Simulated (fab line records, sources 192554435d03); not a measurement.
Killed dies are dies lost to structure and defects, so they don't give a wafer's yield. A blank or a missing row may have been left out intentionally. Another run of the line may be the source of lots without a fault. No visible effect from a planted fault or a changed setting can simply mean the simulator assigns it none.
fab line records ; flow n5_finfet ; part 2 of 2: steps 5 to 6 of 6
record lots=23; wafers=69; last_day=18
route steps=1938 shown BEOL_M11@1554
lots untouched by any fault: they come from a run of this same line in which no faults occurred
start_h: hours from the record's first day to the start of the lot's first wafer shown ; wait_h: hours elapsed since this lot's preceding step ; " identical to the entry in the row above ; L1.1+2: a row that stands for several wafers ; - no value, or no start given ; * or withheld: withheld ; < > ~ a bound
route shown NAME@n: a module of which the file shows steps, and the number in the route of the first ; usual: the fault-free wafers' mean and standard deviation ; same: alike in all rows ; chamber/n: place in a boat ; sites: per-site readings ; _std_site: standard deviation of those values ; _edge_site: inner sites' mean taken away from outer sites' mean ; radius_mm: how far each site lies from the wafer's centre ; mask NAME#n: copy n ; behind: the most recent tool/chamber to have shaped the wafer ; hold: why the lot went on hold/how many hours it stayed there/how the hold came to an end ; device: whichever transistor did not switch (one of n, p or np) ; end of line: the same wafers' tests at the end of the route ; step lacking rows: just its recipe ; killed: dies lost to structure and defects at the first sort, not the wafer's yield ; map: a wafer's dies, marking killed ones x, the rest . and places with no die _
set.NAME: the setting as run; set.NAME@STEP: as run at that earlier step ; model.NAME: the simulator's own value behind a step, which no gauge read
steps of the route over a sample of lots; a table a step, a row a wafer
services: the hour from which a tool's chamber was out of use, counted from the record's first day as start_h (under 0 if before that day), plus the number of hours and why
## steps
# step N5_BEOL_M11_SURFACE_TREAT_76
# recipe gas=Ar; time_s=*; ion_energy_ev=*; ion_current_ma_cm2=0.5; pressure_mtorr=*; ar_flow_sccm=30
# usual throttle_valve_pct=*
lot.wafer;tool;chamber;start_h;wait_h;throttle_valve_pct
L074.1;pvd_sputter-01;-;247.42;0.2;*
L074.3;pvd_sputter-01;-;247.42;0.2;*
L074.5;pvd_sputter-01;-;247.42;0.2;*
L075.3;pvd_sputter-01;-;251.74;0.2;*
L075.4;pvd_sputter-01;-;251.74;0.2;*
L075.6;pvd_sputter-01;-;251.74;0.2;*
L076.1;pvd_sputter-02;-;261.27;0.2;*
L076.3;pvd_sputter-02;-;261.27;0.2;*
L076.6;pvd_sputter-02;-;261.27;0.2;*
L077.1;pvd_sputter-03;-;264.82;3.1;*
L077.3;pvd_sputter-03;-;264.82;3.1;*
L077.5;pvd_sputter-03;-;264.82;3.1;*
L079.3;pvd_sputter-01;-;273.35;0.2;*
L079.4;pvd_sputter-01;-;273.35;0.2;*
L079.6;pvd_sputter-01;-;273.35;0.2;*
L078.2;pvd_sputter-01;-;273.87;0.2;*
L078.4;pvd_sputter-01;-;273.87;0.2;*
L078.5;pvd_sputter-01;-;273.87;0.2;*
L080.1;pvd_sputter-03;-;274.25;0.2;*
L080.2;pvd_sputter-03;-;274.25;0.2;*
L080.6;pvd_sputter-03;-;274.25;0.2;*
L081.2;pvd_sputter-01;-;290.71;0.5;*
L081.4;pvd_sputter-01;-;290.71;0.5;*
L081.5;pvd_sputter-01;-;290.71;0.5;*
L082.2;pvd_sputter-01;-;294.77;0.2;*
L082.4;pvd_sputter-01;-;294.77;0.2;*
L082.6;pvd_sputter-01;-;294.77;0.2;*
L083.2;pvd_sputter-02;-;302.64;0.2;*
L083.4;pvd_sputter-02;-;302.64;0.2;*
L083.5;pvd_sputter-02;-;302.64;0.2;*
L084.1;pvd_sputter-02;-;302.76;0.4;*
L084.3;pvd_sputter-02;-;302.76;0.4;*
L084.4;pvd_sputter-02;-;302.76;0.4;*
L087.2;pvd_sputter-02;-;325.68;0.2;*
L087.4;pvd_sputter-02;-;325.68;0.2;*
L087.6;pvd_sputter-02;-;325.68;0.2;*
L088.2;pvd_sputter-03;-;326.36;0.2;*
L088.3;pvd_sputter-03;-;326.36;0.2;*
L088.5;pvd_sputter-03;-;326.36;0.2;*
L086.1;pvd_sputter-01;-;326.53;0.2;*
L086.2;pvd_sputter-01;-;326.53;0.2;*
L086.5;pvd_sputter-01;-;326.53;0.2;*
L089.2;pvd_sputter-01;-;327.57;0.2;*
L089.4;pvd_sputter-01;-;327.57;0.2;*
L089.6;pvd_sputter-01;-;327.57;0.2;*
L091.2;pvd_sputter-02;-;337.47;0.2;*
L091.4;pvd_sputter-02;-;337.47;0.2;*
L091.6;pvd_sputter-02;-;337.47;0.2;*
L090.1;pvd_sputter-02;-;340.68;0.4;*
L090.5;pvd_sputter-02;-;340.68;0.4;*
L090.6;pvd_sputter-02;-;340.68;0.4;*
L092.2;pvd_sputter-02;-;354.32;0.4;*
L092.5;pvd_sputter-02;-;354.32;0.4;*
L092.6;pvd_sputter-02;-;354.32;0.4;*
L093.3;pvd_sputter-03;-;355.21;0.2;*
L093.4;pvd_sputter-03;-;355.21;0.2;*
L093.5;pvd_sputter-03;-;355.21;0.2;*
L094.4;pvd_sputter-02;-;362.75;0.3;*
L094.5;pvd_sputter-02;-;362.75;0.3;*
L094.6;pvd_sputter-02;-;362.75;0.3;*
L095.1;pvd_sputter-03;-;372.74;0.3;*
L095.5;pvd_sputter-03;-;372.74;0.3;*
L095.6;pvd_sputter-03;-;372.74;0.3;*
L097.1;pvd_sputter-02;-;390.86;0.2;*
L097.4;pvd_sputter-02;-;390.86;0.2;*
L097.5;pvd_sputter-02;-;390.86;0.2;*
L096.1;pvd_sputter-03;-;395.01;0.2;*
L096.2;pvd_sputter-03;-;395.01;0.2;*
L096.3;pvd_sputter-03;-;395.01;0.2;*
# step N5_BEOL_M11_CMP_52
# recipe stop_on=SiCOH_lowk; t_overpolish_s=7; down_force_psi=1; platen_rpm=50; clearing_platen_down_force_psi=1.5; clearing_platen_rpm=50; post_cmp_clean=cu_alkaline; target_thk_nm=140; clearing_platen_pad_velocity_m_s=0.99484; pad_velocity_m_s=0.99484
# usual barrier_field_endpoint_s=28.5/0.94; clearing_platen_rpm=49.997/0.025; motor_current_A=6.2/0.58; overpolish_run_s=7.000/0.0091; slurry_filter_dp_kPa=13.50/0.15; time_to_endpoint_s=63/3.8
lot.wafer;tool;chamber;start_h;wait_h;barrier_field_endpoint_s;clearing_platen_rpm;motor_current_A;overpolish_run_s;slurry_filter_dp_kPa;time_to_endpoint_s
L074.1;cmp-03;2;248.12;0.3;27.4;49.952;5.8;6.996;13.53;62
L074.3;cmp-03;1;248.12;0.3;28.7;50.001;6.0;7.010;13.24;68
L074.5;cmp-03;3;248.12;0.3;27.9;50.004;6.1;6.990;13.39;61
L075.3;cmp-01;2;252.84;0.2;28.7;49.980;6.6;7.011;13.40;63
L075.4;cmp-01;0;252.84;0.2;29.4;49.997;5.1;7.010;13.44;64
L075.6;cmp-01;1;252.84;0.2;29.6;49.989;7.3;6.987;13.54;67
L076.3;cmp-03;1;262.27;0.2;28.2;50.030;6.2;6.995;13.65;65
L076.1;cmp-03;0;262.27;0.2;26.4;49.991;7.1;7.007;13.31;56
L076.6;cmp-03;2;262.27;0.2;28.1;49.967;5.9;6.998;13.47;60
L077.3;cmp-01;0;266.04;0.3;28.4;50.016;5.6;7.010;13.40;67
L077.1;cmp-01;1;266.04;0.3;28.8;49.997;7.4;7.003;13.43;65
L077.5;cmp-01;3;266.04;0.3;28.0;50.031;5.4;7.015;13.63;62
L079.3;cmp-01;2;274.38;0.2;29.4;49.960;6.2;6.987;13.44;66
L079.4;cmp-01;0;274.38;0.2;28.8;49.988;5.3;7.004;13.47;62
L079.6;cmp-01;1;274.38;0.2;29.6;50.032;7.3;7.010;13.42;65
L078.4;cmp-03;3;274.96;0.2;28.0;50.006;6.3;7.011;13.47;63
L078.2;cmp-03;0;274.96;0.2;26.5;49.988;7.1;7.008;13.34;56
L078.5;cmp-03;2;274.96;0.2;28.3;50.007;5.9;7.002;13.54;61
L080.1;cmp-03;0;275.30;0.3;28.1;50.069;7.1;7.002;13.71;57
L080.2;cmp-03;1;275.30;0.3;29.5;50.017;6.2;6.992;13.44;69
L080.6;cmp-03;2;275.30;0.3;29.0;49.977;5.8;7.001;13.34;63
L081.4;cmp-01;0;292.74;0.2;28.6;50.001;5.4;7.000;13.40;63
L081.2;cmp-01;1;292.74;0.2;28.3;49.996;7.2;6.996;13.10;62
L081.5;cmp-01;3;292.74;0.2;28.2;50.034;5.9;7.013;13.35;58
L082.4;cmp-04;3;295.64;0.1;27.3;49.967;5.8;7.017;13.46;60
L082.2;cmp-04;1;295.64;0.1;28.6;49.973;6.4;6.998;13.54;66
L082.6;cmp-04;3;295.64;0.1;28.4;50.025;5.9;6.988;13.39;59
L083.2;cmp-04;0;304.55;0.2;28.2;49.997;6.1;6.996;13.43;62
L083.4;cmp-04;2;304.55;0.2;30.0;49.971;6.7;7.010;13.55;73
L083.5;cmp-04;0;304.55;0.2;28.4;49.950;6.2;6.995;13.58;65
L084.4;cmp-03;2;304.82;0.1;28.0;49.963;5.7;6.997;13.53;60
L084.3;cmp-03;3;304.82;0.1;26.3;50.010;6.0;7.000;13.42;57
L084.1;cmp-03;1;304.82;0.1;28.3;49.980;6.2;7.002;13.68;65
L087.4;cmp-03;1;326.97;0.1;30.9;50.004;6.2;6.992;13.88;69
L087.2;cmp-03;0;326.97;0.1;28.5;49.947;7.4;6.985;13.49;56
L087.6;cmp-03;2;326.97;0.1;29.8;50.003;5.6;6.992;13.62;63
L088.2;cmp-03;3;327.51;0.2;27.3;50.000;5.7;6.989;13.45;59
L088.3;cmp-03;2;327.51;0.2;27.7;49.946;5.9;7.003;13.69;62
L088.5;cmp-03;3;327.51;0.2;27.0;49.991;6.3;6.986;13.65;58
L086.1;cmp-04;2;328.02;0.3;29.8;49.946;6.2;7.013;13.47;65
L086.2;cmp-04;0;328.02;0.3;28.4;50.027;6.0;7.002;13.42;60
L086.5;cmp-04;1;328.02;0.3;29.2;50.020;6.7;7.018;13.32;56
L089.4;cmp-03;0;328.86;0.1;28.1;50.045;7.2;7.005;13.35;55
L089.2;cmp-03;3;328.86;0.1;28.7;49.984;6.0;7.005;13.43;57
L089.6;cmp-03;1;328.86;0.1;30.7;50.005;6.3;6.995;13.58;68
L091.4;cmp-01;3;338.49;0.2;27.9;49.998;5.8;7.011;13.32;62
L091.2;cmp-01;0;338.49;0.2;26.8;49.984;5.6;6.989;13.69;63
L091.6;cmp-01;3;338.49;0.2;27.5;50.009;5.5;6.999;13.50;61
L090.1;cmp-01;0;342.08;0.3;29.1;50.019;5.0;6.995;13.43;63
L090.6;cmp-01;3;342.08;0.3;28.9;50.022;5.6;6.992;13.46;61
L090.5;cmp-01;0;342.08;0.3;28.3;50.006;5.3;7.020;13.77;64
L092.2;cmp-01;1;355.60;0.3;27.7;50.034;7.3;6.980;13.71;60
L092.6;cmp-01;2;355.60;0.3;28.0;49.995;6.2;7.000;13.45;65
L092.5;cmp-01;3;355.60;0.3;28.2;49.977;5.7;7.004;13.58;60
L093.3;cmp-01;1;356.07;0.2;27.7;49.986;7.2;6.997;13.60;63
L093.4;cmp-01;0;356.07;0.2;28.9;50.007;5.4;7.007;13.15;64
L093.5;cmp-01;2;356.07;0.2;28.7;49.993;6.4;7.011;13.38;64
L094.4;cmp-01;2;363.73;0.2;28.9;50.008;6.3;7.007;13.52;65
L094.5;cmp-01;3;363.73;0.2;28.3;49.986;6.0;7.003;13.44;64
L094.6;cmp-01;0;363.73;0.2;28.2;50.037;5.2;7.012;13.51;65
L095.1;cmp-04;1;373.64;0.3;29.3;49.999;6.6;7.006;13.47;63
L095.5;cmp-04;1;373.64;0.3;29.8;50.031;6.4;6.984;13.67;65
L095.6;cmp-04;2;373.64;0.3;30.6;49.974;6.7;7.002;13.80;71
L097.1;cmp-01;2;391.57;0.3;28.6;49.983;6.1;7.006;13.64;68
L097.4;cmp-01;3;391.57;0.3;28.1;49.975;5.6;7.006;13.40;63
L097.5;cmp-01;2;391.57;0.3;29.1;50.016;6.4;6.993;13.55;64
L096.1;cmp-03;2;396.42;0.5;29.0;50.040;5.8;6.994;13.59;67
L096.3;cmp-03;3;396.42;0.5;28.2;50.006;6.0;7.010;13.60;62
L096.2;cmp-03;0;396.42;0.5;27.3;50.014;6.8;7.000;13.64;59
## services
tool;chamber;start_h;hours;kind
cmp-04;-;242.38;4.0;pm
rie_diel-02;3;243.66;9.1;repair
rie_diel-02;2;249.10;3.6;repair
cmp-03;-;265.13;2.8;repair
rie_diel-06;-;266.11;2.8;pm
rie_diel-04;0;266.58;4.5;repair
cmp-03;-;276.80;1.5;repair
cmp-04;-;285.10;1.0;repair
pvd_sputter-02;-;288.91;7.9;repair
cmp-01;-;292.93;4.0;pm
cmp-03;-;299.54;3.2;repair
pvd_sputter-02;-;303.50;6.2;repair
cmp-01;-;308.10;1.2;repair
cmp-03;-;317.38;4.6;repair
cmp-04;-;322.56;3.9;pm
rie_diel-06;3;330.98;3.6;repair
rie_diel-06;3;344.09;19.8;repair
rie_metal-01;1;357.37;4.6;repair
rie_diel-06;0;359.62;9.0;repair
cmp-04;-;360.46;0.8;repair
cmp-04;-;368.18;0.8;repair
rie_diel-06;1;372.98;32.4;repair
rie_diel-06;0;375.92;6.5;repair
rie_diel-04;1;393.86;2.4;repair
